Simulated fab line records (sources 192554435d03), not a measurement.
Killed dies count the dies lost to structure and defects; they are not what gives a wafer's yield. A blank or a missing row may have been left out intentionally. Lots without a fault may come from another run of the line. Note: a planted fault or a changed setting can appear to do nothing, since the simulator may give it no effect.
Chamber matching || flow n5Finfet || cmp-02 running N5_GATE_CUT_CMP_43: 4 sister chambers
The step polishes SiO2. 14 wafers are shown with their chamber, then 7 later ones without.

== WAFERS, EACH WITH ITS CHAMBER ==
{"wafer": "L077.2", "chamber": 3, "motorCurrentA (A)": 11.2, "slurryFilterDpKPa (kPa)": 13.70}
{"wafer": "L077.5", "chamber": 1, "motorCurrentA (A)": 12.9, "slurryFilterDpKPa (kPa)": 13.32}
{"wafer": "L077.6", "chamber": 2, "motorCurrentA (A)": 12.8, "slurryFilterDpKPa (kPa)": 13.48}
{"wafer": "L084.1", "chamber": 1, "motorCurrentA (A)": 12.6, "slurryFilterDpKPa (kPa)": 13.37}
{"wafer": "L084.2", "chamber": 0, "motorCurrentA (A)": 11.4, "slurryFilterDpKPa (kPa)": 13.51}
{"wafer": "L084.3", "chamber": 3, "motorCurrentA (A)": 11.6, "slurryFilterDpKPa (kPa)": 13.66}
{"wafer": "L086.1", "chamber": 0, "motorCurrentA (A)": 10.7, "slurryFilterDpKPa (kPa)": 13.81}
{"wafer": "L086.2", "chamber": 2, "motorCurrentA (A)": 12.8, "slurryFilterDpKPa (kPa)": 13.29}
{"wafer": "L086.4", "chamber": 1, "motorCurrentA (A)": 12.3, "slurryFilterDpKPa (kPa)": 13.64}
{"wafer": "L087.2", "chamber": 2, "motorCurrentA (A)": 13.2, "slurryFilterDpKPa (kPa)": 13.43}
{"wafer": "L087.4", "chamber": 3, "motorCurrentA (A)": 11.3, "slurryFilterDpKPa (kPa)": 13.40}
{"wafer": "L087.6", "chamber": 2, "motorCurrentA (A)": 12.9, "slurryFilterDpKPa (kPa)": 13.41}
{"wafer": "L093.3", "chamber": 3, "motorCurrentA (A)": 11.2, "slurryFilterDpKPa (kPa)": 13.68}
{"wafer": "L093.4", "chamber": 0, "motorCurrentA (A)": 11.0, "slurryFilterDpKPa (kPa)": 13.90}

SIGNATURES (averages over the wafers above)
{"reading": "motorCurrentA", "chamber 0": 11.033, "chamber 1": 12.600, "chamber 2": 12.925, "chamber 3": 11.325, "scatter within a chamber": 0.253}
{"reading": "slurryFilterDpKPa", "chamber 0": 13.7400, "chamber 1": 13.4433, "chamber 2": 13.4025, "chamber 3": 13.6100, "scatter within a chamber": 0.149}
Rule: a wafer lies at a distance from a chamber equal to the root of the sum of squares, over the readings, of (its reading less the chamber's mean, divided by the reading's scatter). If the next closest chamber is less than 2 further off than the closest, the wafer can't be placed; otherwise it belongs to the closest. The scatter is the square root of a quotient: the sum, over the shown wafers, of each reading's squared deviation from its chamber's mean, divided by wafers minus chambers.

== WAFERS WHOSE CHAMBER IS MISSING ==
{"wafer": "L093.5", "motorCurrentA (A)": 13.7, "slurryFilterDpKPa (kPa)": 13.35}
{"wafer": "L094.1", "motorCurrentA (A)": 11.0, "slurryFilterDpKPa (kPa)": 13.43}
{"wafer": "L094.2", "motorCurrentA (A)": 12.6, "slurryFilterDpKPa (kPa)": 13.60}
{"wafer": "L094.5", "motorCurrentA (A)": 13.0, "slurryFilterDpKPa (kPa)": 13.28}
{"wafer": "L097.2", "motorCurrentA (A)": 11.4, "slurryFilterDpKPa (kPa)": 13.48}
{"wafer": "L097.3", "motorCurrentA (A)": 13.1, "slurryFilterDpKPa (kPa)": 13.68}
{"wafer": "L097.4", "motorCurrentA (A)": 13.3, "slurryFilterDpKPa (kPa)": 13.41}

== CHAMBER TAKEN BY EACH ==
{"wafer": "L093.5", "from the rows above": "can't be placed: 2 or 1", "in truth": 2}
{"wafer": "L094.1", "from the rows above": "can't be placed: 3 or 0", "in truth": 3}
{"wafer": "L094.2", "from the rows above": "can't be placed: 1 or 2", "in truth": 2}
{"wafer": "L094.5", "from the rows above": "can't be placed: 2 or 1", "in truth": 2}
{"wafer": "L097.2", "from the rows above": "can't be placed: 3 or 0", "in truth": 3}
{"wafer": "L097.3", "from the rows above": "can't be placed: 2 or 1", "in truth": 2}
{"wafer": "L097.4", "from the rows above": "can't be placed: 2 or 1", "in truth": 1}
Correctly placed: 0 of 7. These rows do not allow placing 7 (true chamber among the candidates in 7). 0 placed wrongly.
